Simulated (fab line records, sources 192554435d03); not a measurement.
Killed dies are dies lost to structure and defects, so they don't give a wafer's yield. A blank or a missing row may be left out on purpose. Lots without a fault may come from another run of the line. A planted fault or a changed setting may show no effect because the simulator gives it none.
One fault seen from 2 desks | flow n5_finfet | each desk has only its own numbers; what lay behind them comes last

THE DEFECT DESK
What the inspections along the route counted, lot by lot: means of the sampled wafers that have a number. A lot is out of limits, marked OUT, if its mean lies more than 4 standard deviations from the usual mean; the brackets give that distance.
Columns: A = raw_defect_count at N5_START_INSPECT_01, usual 5.9
lot  | first seen here | A
L611 | day 1 12:02     | 5.3
L615 | day 2 12:02     | 8.0
L617 | day 3 00:02     | 8.3
L620 | day 3 18:02     | 6.0
L622 | day 4 06:02     | 6.7
L623 | day 4 12:02     | 6.3
L627 | day 5 12:02     | 5.7
L629 | day 6 00:02     | 7.0
L632 | day 6 18:02     | 4.3
L633 | day 7 00:02     | 5.0
L634 | day 7 06:02     | 6.7
This desk's finding: nothing out of limits on any of the 11 lots.

THE TOOL OWNER'S DESK: rie_si-02
The tool's own readings at N5_ZERO_LAYER_ETCH_18 (etches Si in HBr/Cl2, target depth 120 nm, time 40 s): means of the sampled wafers that have a number, for each lot that ran on this tool. A lot is out of limits, marked OUT, if its mean lies more than 4 standard deviations from the usual mean; the brackets give that distance.
Columns: A = bias_w at N5_ZERO_LAYER_ETCH_18, usual 74.99 W; B = drypump_motor_current_A at N5_ZERO_LAYER_ETCH_18, usual 5.6 A; C = oes_product_au at N5_ZERO_LAYER_ETCH_18, usual 1.001 a.u.; D = throttle_valve_pct at N5_ZERO_LAYER_ETCH_18, usual 36.45 %
lot  | first seen here | A                       | B   | C     | D
L615 | day 2 13:18     | 74.86                   | 5.5 | 0.989 | 36.64
L617 | day 3 00:56     | 75.09                   | 5.5 | 1.000 | 36.80
L627 | day 5 12:55     | 74.99                   | 5.6 | 0.994 | 36.57
L629 | day 6 00:49     | 53.27 (-99 or more) OUT | 5.6 | 0.991 | 36.57
L632 | day 6 18:56     | 53.33 (-99 or more) OUT | 5.4 | 1.008 | 36.74
This desk's finding: out of limits on L629, L632; first on L629, day 6 00:49 (bias_w at N5_ZERO_LAYER_ETCH_18). In limits: L615, L617, L627.

PUT TOGETHER
The tool owner's desk could have raised an alarm at day 6 00:49, on L629, L632.
The defect desk saw nothing out of limits.
The defect desk has L629, L632 on record, within its limits.
Of the lots named, all ran N5_ZERO_LAYER_ETCH_18 on rie_si-02.

WHAT THE SIMULATOR HAD PUT IN
Process parameter drift: rie_si-02, from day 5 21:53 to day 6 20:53, at N5_ZERO_LAYER_ETCH_18. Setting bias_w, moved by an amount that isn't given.
Lots struck among those shown: L629, L632.
Hours from the fault's start to each desk's first reading out of limits: the tool owner's desk, 3.
